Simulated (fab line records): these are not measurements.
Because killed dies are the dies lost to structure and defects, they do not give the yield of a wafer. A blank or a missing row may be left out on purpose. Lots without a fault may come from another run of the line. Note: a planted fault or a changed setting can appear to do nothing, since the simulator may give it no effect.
A lot that was struck, set against a sound lot :: flow nand harc :: 17 steps out of a route of 1159
Sound: wafers L785.1, L785.2, L785.5. Wafers L775.1, L775.4, L775.6 were the ones struck. At the end, the cause is stated.
Order at every step that has rows: each side's tool, ch and its chambers, its first start. Under that, the readings that differ: sound wafers :: struck wafers :: difference of the means :: sigmas: that difference in standard deviations of wafers without a fault.
alike: readings with means less than 2 such deviations apart, plus words and numbers identical on both sides. not compared: withheld readings, readings lacking a value on some wafer, bounds such as >300 that could conceal the same value, and numbers that have no deviation in the record and whose values overlap.
Wherever a step has rows on one side only, a row that says differs or no value, or a row with sigmas, the two part there. Non-overlapping numbers with no deviation appear without sigmas and do not part them. A reading missing from all wafers of one side parts the sides only when that side holds two or more wafers.

first, 1 step without rows for these wafers: NHARC_A_WL_FILL_ALD_10 (deposits SiO2, target thk 50 nm, pulse time 10 s, ald cycles 500).
NHARC_A_WL_FILL_ETCHBACK_16: etches the open film in C4F8/O2/Ar, target depth 88 nm, time 17.6 s.
  sound: rie diel-05 ch 0,1,3; struck: rie diel-06 ch 0,2,3
  alike: bias w, oes product au, rf fwd power W, rf vpp V
  not compared: rf hours counter h
NHARC_A_WL_FILL_STRIP_29: strips in O2, time 20 s.
  sound on rie diel-05 ch 0,1,2, day 18 19:32; struck on rie diel-06 ch 1,3, day 16 06:19
  alike: drypump motor current A, oes product au, rf vpp V, showerhead plenum p Torr, throttle valve pct
  not compared: rf hours counter h
then, 4 steps without rows for these wafers: NHARC_A_WL_FILL_ETCHBACK_17 (etches the open film in Cl2/BCl3, target depth 4 nm, time 26.7 s); NHARC_A_WL_FILL_PRECLEAN_18 (cleans in dHF, time 30 s); NHARC_A_WL_FILL_SRD_21; NHARC_A_WL_FILL_CVD_23 (deposits poly-Si, target thk 40 nm, time 800 s).
NHARC_A_WL_FILL_ETCHBACK_26: etches the open film in HBr, target depth 52 nm, time 13.3 s.
  sound on rie si-01 ch 2,3, day 19 00:58; struck on rie si-06 ch 1,3, day 16 11:43
  alike: bias w, drypump motor current A, oes product au, rf fwd power W, throttle valve pct
  not compared: rf hours counter h
then, 2 steps without rows for these wafers: NHARC_A_WL_FILL_PRECLEAN_30 (cleans in dHF, time 10 s); NHARC_A_WL_FILL_SRD_14.
NHARC_A_WL_FILL_ALD_19: deposits TiN, target thk 2 nm, pulse time 3 s, ald cycles 100.
  sound on ald metal-02 ch 0,2,3, day 19 01:17; struck on ald metal-01 ch 0,1,3, day 16 12:01
  alike: heater power w, precursor pulse height rel
  not compared: since wet clean h
then, 1 step without rows for these wafers: NHARC_A_WL_FILL_CVD_20 (deposits W, target thk 75 nm, time 5064 s).
NHARC_A_WL_FILL_CMP_12: polishes, t overpolish 30 s, target thk 75 nm.
  sound on cmp-03 ch 0,2, day 19 06:40; struck on cmp-04 ch 0,2, day 16 19:56
  alike: edge zone pressure frac, motor current A, overpolish run s, time to endpoint s
following that, these wafers have no rows for 1 step: NHARC_A_WL_FILL_SRD_31.
NHARC_A_WL_FILL_INSPECT_15:
  sound on defect inspect-02 at day 19 07:09; struck on defect inspect-02 at day 16 20:24
reading: raw defect count
sound: 328 286 386
struck: 916 1025 838
difference: +593
sigmas: +5
NHARC_A_CONTACT_DEP_24: deposits SiO2, target thk 500 nm.
  sound on pecvd-01 ch 0,1, day 19 07:16; struck on pecvd-03 ch 0,2, day 16 20:35
  alike: heater power w, rf fwd power W, throttle valve pct
  not compared: since wet clean h
-- jump in the record: it breaks off in module A_CONTACT and resumes in module END (first step shown: number 1159 of the route), and 4 days separate the struck wafers' starts before and after --
NHARC_END_SORT_01:
  sound on prober-02 ch 0, day 22 10:48; struck on prober-02 ch 0, day 20 10:45
reading: killed at array
sound: 13 15 9
struck: 302 283 320
difference: +289
sigmas: +26

reading: killed dies
sound: 17 22 13
struck: 304 285 322
difference: +286
sigmas: +26
  alike: killed at other, killed at periphery, killed open, killed short

## WHERE THEY PART
At NHARC_A_WL_FILL_INSPECT_15 first; at NHARC_END_SORT_01 last (within this record only).

WHY: whatever the simulator had introduced
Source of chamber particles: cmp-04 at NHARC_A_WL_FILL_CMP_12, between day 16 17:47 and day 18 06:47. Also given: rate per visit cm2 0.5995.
